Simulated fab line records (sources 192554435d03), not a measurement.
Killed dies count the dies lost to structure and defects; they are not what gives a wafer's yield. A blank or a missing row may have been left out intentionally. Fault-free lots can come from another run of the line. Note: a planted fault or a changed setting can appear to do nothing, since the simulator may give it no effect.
Matching of chambers ; flow n5Finfet ; N5_BEOL_M0_SAQP_STRIP_86 on rieDiel-04: 4 sister chambers
The step strips in N2/H2. 8 wafers are shown with their chamber, then 7 later ones without.

## WAFERS PAIRED WITH THEIR CHAMBERS
wafer;chamber;drypumpMotorCurrentA (A);throttleValvePct (%)
L084.3;1;5.4;19.5
L084.6;2;4.8;18.7
L091.3;3;6.1;18.9
L093.1;2;4.8;18.7
L093.4;3;6.0;19.0
L093.6;0;6.3;18.6
L095.1;0;6.3;18.6
L095.2;1;5.4;19.5

## WAFERS WHOSE CHAMBER IS MISSING
wafer;drypumpMotorCurrentA (A);throttleValvePct (%)
L095.3;6.1;19.0
L096.1;6.0;19.0
L096.3;4.8;18.7
L096.4;5.4;19.5
L097.1;5.4;19.5
L097.3;6.3;18.6
L097.6;6.3;18.7

## THE CHAMBER EACH PASSED THROUGH
wafer;from the rows above;in truth
L095.3;3;3
L096.1;3;3
L096.3;2;2
L096.4;1;1
L097.1;1;1
L097.3;0;0
L097.6;0;0
Placed correctly: 7 of 7. From these rows, 0 cannot be placed. 0 placed wrongly.
How it was worked out, from the rows above alone: a wafer's distance from a chamber is the root of the sum, over the readings, of the square of ((its reading less the chamber's mean) divided by the reading's scatter). If the next closest chamber is less than 2 further off than the closest, the wafer can't be placed; otherwise it belongs to the closest. The mean given for a chamber averages the wafers shown for that chamber. How the scatter is found: for the shown wafers, subtract from each reading the mean of its chamber, square and add these, divide the total by (wafers less chambers), then take the root.
